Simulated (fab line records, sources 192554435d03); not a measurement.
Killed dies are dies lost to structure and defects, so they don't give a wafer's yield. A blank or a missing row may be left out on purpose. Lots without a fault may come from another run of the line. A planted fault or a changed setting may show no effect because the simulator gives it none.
A struck lot beside a sound one | flow n5_finfet | 36 steps out of a route of 1938
Sound: wafers L264.1, L264.3, L264.4. Struck: wafers L250.1, L250.3, L250.5. The cause comes at the end.
At each step with rows: each side's tool, then ch and its chambers, then its first start. Under that, the readings that differ: sound wafers | struck wafers | difference of the means | sigmas: that difference in standard deviations of wafers without a fault.
alike: readings whose means differ by less than 2 such deviations, and words and numbers that are the same on both sides. not compared: withheld readings, readings that some wafer has no value for, bounds like >300 that may hide the same value, and numbers for which the record gives no deviation and whose values overlap.
The two part at a step that has a row with sigmas, a row that says differs or no value, or rows on one side only. Numbers that don't overlap but have no deviation are shown without sigmas and don't part them. A reading that every wafer of one side lacks parts them only if that side has two wafers or more.

first, 9 steps without rows for these wafers: N5_BEOL_M4_ANNEAL_95 (time 240 s); N5_BEOL_M4_SPUTTER_96 (material Cu, target thk 4.5 nm, time 8.29 s); N5_BEOL_M4_ECD_50 (material Cu, target thk 300 nm); N5_BEOL_M4_ANNEAL_51 (time 90 s); N5_BEOL_M4_CMP_52 (polishes, stops on SiOC, t overpolish 6.8 s, target thk 40 nm); N5_BEOL_M4_PRE_CLEAN_60 (time 15 s); N5_BEOL_M4_CO_CAP_55 (material Co, precursor CCTBA/H2, target thk 2 nm, time 102.1 s); N5_BEOL_M4_PRE_CLEAN_56 (time 15 s); N5_BEOL_M4_DEP_57 (deposits SiCN from 3MS/NH3, target thk 8 nm, time 14 s).
N5_BEOL_M4_RC_MEAS_101:
  sound on prober-01 ch 0, day 17 20:22; struck on prober-01 ch 0, day 16 11:26
  alike: DIBL_N, DIBL_P, IOFF_N, IOFF_P, ION_N, ION_P, SS_N, SS_P, VT_N, VT_P
then, 24 steps without rows for these wafers: N5_BEOL_M5_ILD_DEP_00 (deposits SiCOH lowk from DEMS/porogen, target thk 140.64 nm, time 25.9 s); N5_BEOL_M5_CURE_79 (cures SiCOH lowk, time 240 s); N5_BEOL_M5_PECVD_70 (deposits SiO2 from TEOS/O2, target thk 16 nm, time 18 s); N5_BEOL_M5_HM_DEP_02 (deposits TiN, target thk 20 nm); N5_BEOL_M5_COAT_59 (time 60 s, resist thk 60 nm); N5_BEOL_M5_COAT_60 (time 60 s, resist thk 12 nm); N5_BEOL_M5_COAT_71 (time 60 s, resist thk 5 nm); N5_BEOL_M5_COAT_05 (resist thk 30 nm); N5_BEOL_M5_EBR_07; N5_BEOL_M5_SOFTBAKE_06 (time 60 s); N5_BEOL_M5_EXPOSE_08 (exposes mask M5, target cd 28 nm); N5_BEOL_M5_PEB_09 (peb time 60 s); N5_BEOL_M5_DEVELOP_10 (develop time 30 s); N5_BEOL_M5_DESCUM_16 (chemistry O2, time 7 s); N5_BEOL_M5_ETCH_72 (etches underlayer in N2/H2, target depth 6.5 nm, time 5.2 s); N5_BEOL_M5_ETCH_61 (etches SiARC in CF4, target depth 15.6 nm, time 26 s); N5_BEOL_M5_ETCH_62 (etches SOC in N2/H2, target depth 75 nm, overetch 15 nm, time 112.5 s); N5_BEOL_M5_STRIP_63 (strips in N2/H2); N5_BEOL_M5_STRIP_73 (strips in N2/H2); N5_BEOL_M5_STRIP_64 (strips in CF4); N5_BEOL_M5_HM_OPEN_17 (chemistry Cl2/BCl3, target TiN, target depth 20 nm, overetch 6 nm); N5_BEOL_M5_STRIP_19 (strips in O2); N5_BEOL_M5_COAT_65 (time 60 s, resist thk 60 nm); N5_BEOL_M5_COAT_66 (time 60 s, resist thk 12 nm).
N5_BEOL_M6_DEP_56: deposits SiCN from 3MS/NH3, target thk 10 nm, time 17.5 s.
  sound on pecvd-02 ch 0,2, day 18 20:30; struck on pecvd-02 ch 1,2, day 17 09:37
  no value came back on the struck wafers for chamber_pressure_Torr (Torr), rf_fwd_power_W (W), showerhead_plenum_p_Torr (Torr), throttle_valve_pct (%); on the sound wafers chamber_pressure_Torr (Torr) reads 3.000 3.006 3.008
-- the record jumps here: 4 days lie between the struck wafers' starts before and after (it left off in module BEOL_M6 and takes up again in module PASSIVATION, whose first step shown is number 1936 of the route) --
N5_PASSIVATION_PROBE_49:
  sound on prober-01, day 22 20:26; struck on prober-01, day 21 16:14
  reading                  | sound          | struck         | difference | sigmas
  defect_limited_yield (%) | 91.1 90.2 87.8 | 0 0 0          | -90        | -60
  killed_at_M4_up          | 15 14 15       | 1072 1103 1074 | +1068      | +99 or more
  killed_dies              | 105 116 144    | 1180 1180 1180 | +1058      | +59
  killed_on_rim            | 9 19 20        | 152 152 152    | +136       | +38
  sort_bin_5_function (%)  | 5.7 6.4 7.4    | 95.3 97.2 96.5 | +89.8      | +82
  sort_n_pass              | 1075 1064 1036 | 0 0 0          | -1058      | -59
  sort_yield_pct (%)       | 91.1 90.2 87.8 | 0 0 0          | -90        | -60
  alike: killed_at_M0_to_M3, killed_at_contacts, killed_at_front_end, killed_at_other, killed_open, killed_short, sort_bin_6_memory, sort_bin_8_speed

WHERE THEY PART
First at N5_BEOL_M6_DEP_56; last, within this record, at N5_PASSIVATION_PROBE_49.

WHY: what the simulator had put in
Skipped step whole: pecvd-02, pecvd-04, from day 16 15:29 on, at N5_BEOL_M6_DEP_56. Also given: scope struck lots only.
